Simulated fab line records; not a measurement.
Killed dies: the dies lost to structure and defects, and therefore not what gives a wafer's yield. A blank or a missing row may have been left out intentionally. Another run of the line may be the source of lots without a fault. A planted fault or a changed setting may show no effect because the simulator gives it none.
Matching of chambers | flow nand_harc | NHARC_A_BONDPAD_DEP_00 on pecvd-04: 3 sister chambers
The step deposits SiCN, target thk 250 nm. 6 wafers are shown with their chamber, then 9 later ones without.

## WAFERS WITH THEIR CHAMBER
wafer  | chamber | heater_power_w (W) | chamber_pressure_Torr (Torr)
L472.3 | 2       | 419                | 3.006
L480.5 | 1       | 766                | 2.995
L480.6 | 0       | 479                | 3.004
L484.1 | 1       | 799                | 2.993
L484.2 | 2       | 475                | 2.996
L484.3 | 0       | 515                | 3.001

## WAFERS WITH NO CHAMBER GIVEN
wafer  | heater_power_w (W) | chamber_pressure_Torr (Torr)
L485.1 | 496                | 2.999
L485.4 | 490                | 3.006
L485.6 | 510                | 3.012
L486.3 | 476                | 2.986
L486.4 | 478                | 2.996
L486.5 | 773                | 3.009
L488.2 | 781                | 3.012
L488.4 | 502                | 2.999
L488.6 | 486                | 2.995

## EACH ONE'S CHAMBER
wafer  | from the rows above     | in truth
L485.1 | can't be placed: 0 or 2 | 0
L485.4 | can't be placed: 0 or 2 | 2
L485.6 | can't be placed: 0 or 2 | 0
L486.3 | can't be placed: 2 or 0 | 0
L486.4 | can't be placed: 2 or 0 | 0
L486.5 | 1                       | 1
L488.2 | 1                       | 1
L488.4 | can't be placed: 0 or 2 | 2
L488.6 | can't be placed: 0 or 2 | 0
Correct placement for 2 of the 9. Not placeable from these rows: 7 (in 7, the candidates include the true chamber). 0 placed wrongly.
How it was worked out, from the rows above alone: a wafer's distance from a chamber is the root of the sum, over the readings, of the square of ((its reading less the chamber's mean) divided by the reading's scatter). The wafer belongs to the nearest chamber; if the next one is less than 2 further off, it can't be placed. For every chamber, the mean is computed from those of its wafers that are shown. How the scatter is found: for the shown wafers, subtract from each reading the mean of its chamber, square and add these, divide the total by (wafers less chambers), then take the root.
